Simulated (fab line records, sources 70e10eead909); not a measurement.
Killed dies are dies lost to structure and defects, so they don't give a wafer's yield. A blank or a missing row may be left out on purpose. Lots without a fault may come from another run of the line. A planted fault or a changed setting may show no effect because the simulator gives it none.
Chamber matching | flow nand_harc | NHARC_A_STAIRCASE_DEP_322 on pecvd-02: 3 sister chambers
The step deposits SiO2, target thk 7200 nm. 3 wafers are shown with their chamber, then 12 later ones without.

WAFERS WITH THEIR CHAMBER
wafer  | chamber | heater_power_w (W)
L081.6 | 0       | 719
L084.1 | 1       | 767
L084.4 | 2       | 545

WAFERS WITHOUT THEIR CHAMBER
wafer  | heater_power_w (W)
L089.1 | 891
L089.2 | 797
L089.5 | 665
L090.2 | 650
L090.5 | 690
L090.6 | 543
L093.2 | 835
L093.3 | 789
L093.5 | 700
L096.2 | 650
L096.3 | 839
L096.6 | 535

WHICH CHAMBER EACH WENT THROUGH
wafer  | from the rows above          | in truth
L089.1 | can't be placed: 1 or 0      | 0
L089.2 | can't be placed: 1 or 0      | 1
L089.5 | can't be placed: 0 or 1 or 2 | 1
L090.2 | can't be placed: 0 or 2 or 1 | 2
L090.5 | can't be placed: 0 or 1      | 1
L090.6 | 2                            | 2
L093.2 | can't be placed: 1 or 0      | 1
L093.3 | can't be placed: 1 or 0      | 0
L093.5 | can't be placed: 0 or 1      | 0
L096.2 | can't be placed: 0 or 2 or 1 | 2
L096.3 | can't be placed: 1 or 0      | 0
L096.6 | 2                            | 2
Placed correctly: 2 of 12. Can't be placed from these rows: 10 (the true chamber is among the candidates in 10). Placed wrongly: 0.
How it was worked out, from the rows above alone: a wafer's distance from a chamber is the root of the sum, over the readings, of the square of ((its reading less the chamber's mean) divided by the reading's scatter). The wafer belongs to the nearest chamber; if the next one is less than 2 further off, it can't be placed. A chamber's mean is the mean of its shown wafers. The scatter: with one shown wafer a chamber, the root of the mean of the squares of how far each hidden wafer lies from its nearest shown one.
